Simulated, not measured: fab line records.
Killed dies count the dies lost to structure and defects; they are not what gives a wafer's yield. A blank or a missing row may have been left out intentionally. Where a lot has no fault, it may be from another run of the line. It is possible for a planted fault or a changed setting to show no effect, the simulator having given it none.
Lot-split experiment || flow n5 finfet || 7 lots, 21 wafers read, on a route of 1938 steps

## THE SPLIT
At N5_MOL_CONTACT_COAG_CONTACT_ETCH_14 (etches SiO2 in C4F6/O2, target depth 27.5 nm, overetch 8.5 nm, time 20 s), the setting source w was moved away from the recipe's 370 W on 4 of the 21 wafers read, by +4.8% to +16.9%. This setting was run at the recipe's value on the other wafers.

Reading taken at the split's own step.

## THE READING
rf vpp V, in V, at N5_MOL_CONTACT_COAG_CONTACT_ETCH_14 (etches SiO2 in C4F6/O2, target depth 27.5 nm, overetch 8.5 nm, time 20 s). A value of 693 V with a standard deviation of 3.4 V is what fault-free wafers of this fab line usually give.

{"wafer": "L077.1", "tool, chamber at the split": "rie diel-04, 3", "source w as run, W": 370, "against the recipe": "recipe", "rf vpp V, V": 691, "against lot-mates on the recipe": "-"}
{"wafer": "L077.3", "tool, chamber at the split": "rie diel-04, 2", "source w as run, W": 370, "against the recipe": "recipe", "rf vpp V, V": 691, "against lot-mates on the recipe": "-"}
{"wafer": "L077.4", "tool, chamber at the split": "rie diel-04, 0", "source w as run, W": 370, "against the recipe": "recipe", "rf vpp V, V": 696, "against lot-mates on the recipe": "-"}
{"wafer": "L078.1", "tool, chamber at the split": "rie diel-06, 1", "source w as run, W": 370, "against the recipe": "recipe", "rf vpp V, V": 692, "against lot-mates on the recipe": "-"}
{"wafer": "L078.2", "tool, chamber at the split": "rie diel-06, 0", "source w as run, W": 416.5, "against the recipe": "+12.6%", "rf vpp V, V": 663, "against lot-mates on the recipe": -29}
{"wafer": "L078.4", "tool, chamber at the split": "rie diel-06, 3", "source w as run, W": 416.5, "against the recipe": "+12.6%", "rf vpp V, V": 677, "against lot-mates on the recipe": -15}
{"wafer": "L079.1", "tool, chamber at the split": "rie diel-05, 1", "source w as run, W": 370, "against the recipe": "recipe", "rf vpp V, V": 688, "against lot-mates on the recipe": "-"}
{"wafer": "L079.2", "tool, chamber at the split": "rie diel-05, 0", "source w as run, W": 370, "against the recipe": "recipe", "rf vpp V, V": 687, "against lot-mates on the recipe": "-"}
{"wafer": "L079.6", "tool, chamber at the split": "rie diel-05, 2", "source w as run, W": 387.7, "against the recipe": "+4.8%", "rf vpp V, V": 689, "against lot-mates on the recipe": "+2"}
{"wafer": "L082.2", "tool, chamber at the split": "rie diel-05, 2", "source w as run, W": 370, "against the recipe": "recipe", "rf vpp V, V": 694, "against lot-mates on the recipe": "-"}
{"wafer": "L082.4", "tool, chamber at the split": "rie diel-05, 0", "source w as run, W": 370, "against the recipe": "recipe", "rf vpp V, V": 687, "against lot-mates on the recipe": "-"}
{"wafer": "L082.5", "tool, chamber at the split": "rie diel-05, 1", "source w as run, W": 370, "against the recipe": "recipe", "rf vpp V, V": 687, "against lot-mates on the recipe": "-"}
{"wafer": "L083.1", "tool, chamber at the split": "rie diel-04, 0", "source w as run, W": 370, "against the recipe": "recipe", "rf vpp V, V": 697, "against lot-mates on the recipe": "-"}
{"wafer": "L083.2", "tool, chamber at the split": "rie diel-04, 3", "source w as run, W": 370, "against the recipe": "recipe", "rf vpp V, V": 690, "against lot-mates on the recipe": "-"}
{"wafer": "L083.6", "tool, chamber at the split": "rie diel-04, 2", "source w as run, W": 370, "against the recipe": "recipe", "rf vpp V, V": 691, "against lot-mates on the recipe": "-"}
{"wafer": "L087.1", "tool, chamber at the split": "rie diel-05, 2", "source w as run, W": 370, "against the recipe": "recipe", "rf vpp V, V": 695, "against lot-mates on the recipe": "-"}
{"wafer": "L087.2", "tool, chamber at the split": "rie diel-05, 1", "source w as run, W": 370, "against the recipe": "recipe", "rf vpp V, V": 688, "against lot-mates on the recipe": "-"}
{"wafer": "L087.4", "tool, chamber at the split": "rie diel-05, 0", "source w as run, W": 370, "against the recipe": "recipe", "rf vpp V, V": 688, "against lot-mates on the recipe": "-"}
{"wafer": "L089.1", "tool, chamber at the split": "rie diel-04, 1", "source w as run, W": 370, "against the recipe": "recipe", "rf vpp V, V": 695, "against lot-mates on the recipe": "-"}
{"wafer": "L089.2", "tool, chamber at the split": "rie diel-04, 3", "source w as run, W": 370, "against the recipe": "recipe", "rf vpp V, V": 689, "against lot-mates on the recipe": "-"}
{"wafer": "L089.4", "tool, chamber at the split": "rie diel-04, 1", "source w as run, W": 432.6, "against the recipe": "+16.9%", "rf vpp V, V": 652, "against lot-mates on the recipe": -40}

THE FIT
A straight line over all 21 wafers: rf vpp V changes by -1.94 V for each +1% of source w; r = -0.91; the points scatter about the line by 4.5 V.
The same after taking each lot's own level away (the mean of its wafers on the recipe; 21 wafers): -2 V for each +1%; r = -0.92; scatter 4.6 V.
Per that fit: largest source w move, reading shift of 34 V.
The span of the lots' own levels, 687.5 to 692.7 V, comes to 1.5 times the standard deviation stated above.
The two slopes agree, so the slope changes little with the lot-to-lot level.
Check: with one of the wafers moved furthest among these (+16.9%) left out of the fit, the line predicts -27.4 V for it against its lot-mates. It came out at -40 V against them.
Tool readings at the split's step, against how far the setting was moved: rf vpp V r = -0.91.

## OTHER SPLITS ON THESE WAFERS
Other splits were also applied to these wafers ahead of the reading. Each is held against what the fit with the lots' levels taken away leaves over:
{"other split on the same wafers": "N5_SD_EPI_P_COAT_03 spin rpm", "wafers away from the commonest value": 10, "r with rf vpp V (lot level and that fit taken away)": -0.08}
{"other split on the same wafers": "N5_SDB_COAT_05 spin rpm", "wafers away from the commonest value": 6, "r with rf vpp V (lot level and that fit taken away)": -0.16}

## THE FILE'S OWN FIT
rf vpp V changes by -2.02 V for each +1% of source w, r = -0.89.
